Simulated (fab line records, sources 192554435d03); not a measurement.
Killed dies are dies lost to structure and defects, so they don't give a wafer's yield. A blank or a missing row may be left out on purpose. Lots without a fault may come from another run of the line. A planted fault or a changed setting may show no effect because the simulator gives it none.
fab line records | flow n5_finfet | part 2 of 2: steps 22 to 28 of 28
record lots=5 wafers=15 last_day=16
route steps=1938 shown BEOL_M2@907 BEOL_M3@931
lots that met no fault: from a run of the same line without faults
start_h: hours from the record's first day to the start of the lot's first wafer shown | wait_h: hours since the lot's step before | " the same as in the row above | L1.1+2: a row that stands for several wafers | - no value, or no start given | * or withheld: withheld | < > ~ a bound
route shown NAME@n: a module of which the file shows steps, and the number in the route of the first | usual: mean/standard deviation of fault-free wafers | same: alike in all rows | chamber/n: place in a boat | sites: the reading at each site | _std_site: their standard deviation | _edge_site: outer sites' mean less inner sites' | radius_mm: how far each site lies from the wafer's centre | mask NAME#n: copy n | behind: the tool/chamber that last shaped the wafer | hold: why the lot was held/for how many hours/how that ended | device: the transistor (n, p or np) that didn't switch | end of line: the same wafers' tests at the end of the route | a step without rows: its recipe alone | killed: dies lost to structure and defects at the first sort, not the wafer's yield | map: a wafer's dies, x killed, . not, _ none there
set.NAME: the setting as run; set.NAME@STEP: as run at that earlier step | model.NAME: the simulator's own value behind a step, which no gauge read
lots at some steps of the route; a table a step, a row a wafer
services: from which hour (start_h, from the record's first day; less than 0 if before it) a tool's chamber was out of use, for how many hours, and why
## steps
# step N5_BEOL_M2_DEP_57
# recipe material=SiCN target_thk_a=80 temp_c=withheld precursor=3MS/NH3 pressure_torr=3 rf_w=202 time_s=14
# usual rf_fwd_power_W=199.4/1.1 showerhead_plenum_p_Torr=3.657/0.014 throttle_valve_pct=9.2/0.65
# columns lot.wafer tool chamber start_h wait_h rf_fwd_power_W showerhead_plenum_p_Torr throttle_valve_pct
L075.1 pecvd-04 2 156.19 0.0 200.2 3.648 9.1
L075.2 " 1 " " 199.0 3.662 9.8
L075.5 " 1 " " 200.0 3.667 9.8
L078.3 pecvd-01 0 171.04 0.0 198.5 3.650 8.8
L078.5 " 0 " " 199.1 3.655 8.7
L078.6 " 1 " " 199.9 3.675 10.5
L083.1 pecvd-01 2 199.05 0.0 197.2 3.656 8.9
L083.5 " 2 " " 196.5 3.652 8.9
L083.6 " 1 " " 200.3 3.669 10.5
L082.1 pecvd-01 1 200.87 0.0 199.1 3.665 10.1
L082.3 " 2 " " 198.3 3.649 8.6
L082.6 " 1 " " 200.1 3.676 10.5
L087.1 pecvd-04 0 229.61 0.0 200.3 3.639 9.1
L087.2 " 1 " " 198.4 3.670 9.6
L087.5 " 1 " " 198.2 3.669 9.6
# step N5_BEOL_M2_RS_MEAS_58
# recipe thk_meas_gauge=four-point-probe reads=Co_of_BEOL_M2_CO_CAP_55+Cu_of_BEOL_M2_ECD_50+Co_of_BEOL_M2_CVD_47+TaN_of_BEOL_M2_ALD_84
# usual M2_RS=0.68/0.047
# columns lot.wafer tool chamber start_h wait_h M2_RS[ohm/sq]
L075.1 film_metro-01 - 156.25 0.0 0.66
L075.2 " - " " 0.70
L075.5 " - " " 0.67
L078.3 film_metro-01 - 171.11 0.1 0.66
L078.5 " - " " 0.68
L078.6 " - " " 0.67
L083.1 film_metro-02 - 199.11 0.0 0.65
L083.5 " - " " 0.62
L083.6 " - " " 0.63
L082.1 film_metro-02 - 200.94 0.0 0.80
L082.3 " - " " 0.67
L082.6 " - " " 0.91
L087.1 film_metro-02 - 229.70 0.1 0.67
L087.2 " - " " 0.67
L087.5 " - " " 0.66
# step N5_BEOL_M2_INSPECT_59
# recipe inspect_instrument=darkfield mode=post_dep
# usual raw_defect_count=69/20
# columns lot.wafer tool chamber start_h wait_h raw_defect_count
L075.1 defect_inspect-02 - 156.28 0.0 71
L075.2 " - " " 57
L075.5 " - " " 88
L078.3 defect_inspect-01 - 171.14 0.0 45
L078.5 " - " " 64
L078.6 " - " " 49
L083.1 defect_inspect-02 - 199.14 0.0 45
L083.5 " - " " 74
L083.6 " - " " 82
L082.1 defect_inspect-02 - 200.96 0.0 61
L082.3 " - " " 108
L082.6 " - " " 71
L087.1 defect_inspect-02 - 229.72 0.0 46
L087.2 " - " " 81
L087.5 " - " " 62
# step N5_BEOL_M3_ILD_DEP_00
# recipe material=SiOC target_thk_a=790 temp_c=350 precursor=DEMS/O2 pressure_torr=5 rf_w=500 time_s=15.3
# usual heater_power_w=426/54 rf_fwd_power_W=493.2/2.2 showerhead_plenum_p_Torr=5.691/0.011 susceptor_temp_C=350.03/0.2 throttle_valve_pct=12.3/0.82
# columns lot.wafer tool chamber start_h wait_h heater_power_w rf_fwd_power_W showerhead_plenum_p_Torr susceptor_temp_C throttle_valve_pct
L075.1 pecvd-03 0 156.32 0.0 526 493.1 5.699 350.06 12.6
L075.2 " 1 " " 412 492.4 5.682 349.88 12.8
L075.5 " 1 " " 419 492.0 5.683 350.10 12.8
L078.3 pecvd-02 1 171.17 0.0 370 494.8 5.676 350.08 13.1
L078.5 " 1 " " 374 495.3 5.678 349.93 13.0
L078.6 " 2 " " 432 493.1 5.706 349.99 11.6
L083.1 pecvd-01 1 199.18 0.0 386 494.2 5.704 350.06 13.5
L083.5 " 1 " " 403 492.0 5.706 349.82 13.4
L083.6 " 0 " " 475 494.2 5.702 349.84 11.4
L082.1 pecvd-03 0 201.00 0.0 449 494.9 5.688 349.46 12.8
L082.3 " 2 " " 358 495.2 5.708 349.90 11.0
L082.6 " 1 " " 442 494.4 5.695 349.96 12.7
L087.1 pecvd-03 0 229.76 0.0 496 493.9 5.683 350.21 12.4
L087.2 " 2 " " 428 493.4 5.700 350.03 10.8
L087.5 " 1 " " 446 495.2 5.697 350.08 12.8
# step N5_BEOL_M3_THK_MEAS_01
# recipe reads=SiOC_of_BEOL_M3_ILD_DEP_00
# usual M3_ILD_THK=78.2/1.3
# columns lot.wafer tool chamber start_h wait_h M3_ILD_THK[nm]
L075.1 film_metro-01 - 156.38 0.0 78.5
L075.2 " - " " 79.4
L075.5 " - " " 80.5
L078.3 film_metro-01 - 171.24 0.1 78.5
L078.5 " - " " 79.4
L078.6 " - " " 80.2
L083.1 film_metro-02 - 199.24 0.0 79.0
L083.5 " - " " 79.9
L083.6 " - " " 79.2
L082.1 film_metro-01 - 201.07 0.0 77.0
L082.3 " - " " 75.4
L082.6 " - " " 79.4
L087.1 film_metro-02 - 229.83 0.0 77.0
L087.2 " - " " 75.3
L087.5 " - " " 78.6
# step N5_BEOL_M3_PECVD_72
# recipe material=SiO2 target_thk_a=160 temp_c=400 precursor=TEOS/O2 pressure_torr=5.5 rf_w=450 teos_flow_sccm=53.8 gas=O2 flow_sccm=3000 time_s=18
# usual heater_power_w=632/59 rf_fwd_power_W=443.7/1.8 showerhead_plenum_p_Torr=8.76/0.034 susceptor_temp_C=400.02/0.23 throttle_valve_pct=23.2/1.5
# columns lot.wafer tool chamber start_h wait_h heater_power_w rf_fwd_power_W showerhead_plenum_p_Torr susceptor_temp_C throttle_valve_pct
L075.1 pecvd-01 2 156.42 0.0 479 441.4 8.74 399.70 21.6
L075.2 " 1 " " 615 444.0 8.80 400.62 25.3
L075.5 " 1 " " 609 444.5 8.82 400.02 25.4
L078.3 pecvd-03 1 171.28 0.0 655 441.9 8.78 400.00 23.6
L078.5 " 1 " " 660 443.5 8.78 400.41 24.0
L078.6 " 0 " " 686 447.3 8.80 399.93 23.8
L083.1 pecvd-02 1 199.28 0.0 538 440.8 8.73 400.25 24.7
L083.5 " 0 " " 656 444.8 8.73 400.02 24.0
L083.6 " 2 " " 698 444.3 8.77 399.91 21.8
L082.1 pecvd-02 0 201.11 0.0 589 445.4 8.71 400.00 24.4
L082.3 " 2 " " 688 443.2 8.79 399.80 21.9
L082.6 " 2 " " 721 444.0 8.77 399.88 21.8
L087.1 pecvd-02 1 229.86 0.0 578 440.7 8.73 400.30 24.7
L087.2 " 2 " " 684 445.0 8.76 399.85 21.9
L087.5 " 2 " " 670 443.4 8.76 399.57 21.9
# step N5_BEOL_M3_HM_DEP_02
# recipe material=TiN target_thk_a=200 temp_c=25 chamber_pressure_pa=0.49996
# usual susceptor_temp_C=24.99/0.12 throttle_valve_pct=30.1/0.89
# columns lot.wafer tool chamber start_h wait_h susceptor_temp_C throttle_valve_pct
L075.1 pvd_sputter-03 - 156.78 0.3 25.08 30.1
L075.2 " - " " 25.08 30.5
L075.5 " - " " 25.07 30.5
L078.3 pvd_sputter-01 - 171.94 0.6 24.86 30.4
L078.5 " - " " 25.00 30.6
L078.6 " - " " 25.12 30.0
L083.1 pvd_sputter-03 - 199.97 0.7 24.90 30.2
L083.5 " - " " 25.05 30.4
L083.6 " - " " 25.08 31.0
L082.1 pvd_sputter-02 - 202.41 1.3 25.17 31.1
L082.3 " - " " 25.08 28.4
L082.6 " - " " 25.04 28.2
L087.1 pvd_sputter-03 - 230.58 0.7 24.88 30.7
L087.2 " - " " 25.00 30.4
L087.5 " - " " 24.94 30.2
## services
# columns tool chamber start_h hours kind
pecvd-02 0 131.36 4.5 repair
pvd_sputter-03 - 138.10 13.5 repair
cmp-04 - 142.43 4.0 pm
cmp-02 - 153.93 0.7 repair
pecvd-02 2 155.76 2.1 scheduled_down
pecvd-04 0 157.64 2.1 scheduled_down
pecvd-04 1 171.87 21.9 repair
ecd_cu-02 - 172.25 9.1 repair
cmp-04 - 173.15 2.0 repair
cmp-04 - 176.37 6.5 pm
pvd_sputter-02 - 177.90 0.7 repair
pecvd-01 2 180.44 14.7 repair
cmp-04 - 183.67 2.0 repair
cmp-02 - 194.72 1.6 repair
pecvd-01 - 196.23 0.5 repair
pecvd-04 2 202.43 - clean
pecvd-04 2 202.43 - consumable_replace:showerhead
pecvd-04 2 202.43 29.0 scheduled_down
pecvd-04 2 202.43 29.0 vent_cycle
cmp-03 - 209.31 0.3 repair
ecd_cu-01 - 210.35 0.3 repair
cmp-02 - 211.88 4.0 pm
pecvd-01 2 214.88 2.1 scheduled_down
pecvd-01 - 219.58 1.3 repair
